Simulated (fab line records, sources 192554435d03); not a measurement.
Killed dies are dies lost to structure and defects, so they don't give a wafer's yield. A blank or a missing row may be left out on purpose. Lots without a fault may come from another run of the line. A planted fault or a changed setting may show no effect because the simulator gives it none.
One fault seen from 3 desks | flow n5_finfet | each desk has only its own numbers; what lay behind them comes last

THE DEFECT DESK
What the inspections along the route counted, lot by lot: means of the sampled wafers that have a number. A lot is out of limits, marked OUT, if its mean lies more than 4 standard deviations from the usual mean; the brackets give that distance.
Columns: A = raw_defect_count at N5_MOL_CONTACT_COAG_INSPECT_10, usual 69
lot  | first seen here | A
L913 | day 5 14:40     | 54
L916 | day 6 10:49     | 73
L924 | day 8 12:56     | 37
L926 | day 8 23:59     | 84
L931 | day 10 08:17    | 100
L932 | day 10 11:10    | 49
This desk's finding: nothing out of limits on any of the 6 lots.

THE METROLOGY DESK
What the gauges read, lot by lot, whatever tool the lot ran on: means of the sampled wafers that have a number. A lot is out of limits, marked OUT, if its mean lies more than 4 standard deviations from the usual mean; the brackets give that distance. Of its 12 readings 7 are shown: those that lie furthest out on some lot.
Columns: A = cd_nm at N5_MOL_CONTACT_COAG_CD_MEAS_08, usual 28.0 nm; B = CA_OVL at N5_MOL_CONTACT_COAG_OVL_MEAS_09, usual -0.2 nm; C = DIBL_N at N5_BEOL_M4_RC_MEAS_101, usual 36.1 mV/V; D = DIBL_P at N5_BEOL_M4_RC_MEAS_101, usual 36.3 mV/V; E = IOFF_N at N5_BEOL_M4_RC_MEAS_101, usual 0.16 nA/um; F = ION_N at N5_BEOL_M4_RC_MEAS_101, usual 678 uA/um; G = SS_N at N5_BEOL_M4_RC_MEAS_101, usual 71.4 mV/dec
lot  | first seen here | A    | B    | C    | D    | E    | F   | G
L913 | day 5 14:35     | 28.6 | -0.5 | 37.9 | 35.8 | 0.17 | 682 | 71.9
L916 | day 6 10:44     | 27.7 | -0.5 | 36.7 | 36.8 | 0.15 | 666 | 71.4
L924 | day 8 12:51     | 28.4 | -1.3 | 36.8 | 36.5 | 0.19 | 695 | 71.3
L926 | day 8 23:53     | 28.3 | -0.5 | 35.6 | 37.0 | 0.16 | 673 | 71.2
L931 | day 10 08:12    | 27.7 | -0.9 | 34.8 | 35.5 | 0.16 | 681 | 71.0
L932 | day 10 11:05    | 27.8 | 0.2  | 33.5 | 33.8 | 0.12 | 668 | 70.4
This desk's finding: nothing out of limits on any of the 6 lots.

THE TOOL OWNER'S DESK: rie_diel-04
The tool's own readings at N5_MOL_CONTACT_COAG_ETCH_106 (etches SOC in N2/H2, target depth 80 nm, overetch 16 nm, time 120 s): means of the sampled wafers that have a number, for each lot that ran on this tool. A lot is out of limits, marked OUT, if its mean lies more than 4 standard deviations from the usual mean; the brackets give that distance.
Columns: A = drypump_motor_current_A at N5_MOL_CONTACT_COAG_ETCH_106, usual 5.7 A; B = oes_product_au at N5_MOL_CONTACT_COAG_ETCH_106, usual 0.69 a.u.; C = rf_vpp_V at N5_MOL_CONTACT_COAG_ETCH_106, usual 524.9 V; D = showerhead_plenum_p_Torr at N5_MOL_CONTACT_COAG_ETCH_106, usual 2.58 Torr; E = throttle_valve_pct at N5_MOL_CONTACT_COAG_ETCH_106, usual 17.86 %
lot  | first seen here | A   | B    | C     | D    | E
L913 | day 5 14:56     | 5.6 | 0.68 | 526.0 | 2.61 | 17.94
L924 | day 8 13:07     | 5.4 | 0.64 | 525.4 | 2.59 | 18.14
L926 | day 9 00:19     | 5.4 | 0.64 | 525.8 | 2.63 | 18.21
This desk's finding: nothing out of limits on any of the 3 lots.

PUT TOGETHER
The defect desk saw nothing out of limits.
The metrology desk saw nothing out of limits.
The tool owner's desk saw nothing out of limits.

WHAT THE SIMULATOR HAD PUT IN
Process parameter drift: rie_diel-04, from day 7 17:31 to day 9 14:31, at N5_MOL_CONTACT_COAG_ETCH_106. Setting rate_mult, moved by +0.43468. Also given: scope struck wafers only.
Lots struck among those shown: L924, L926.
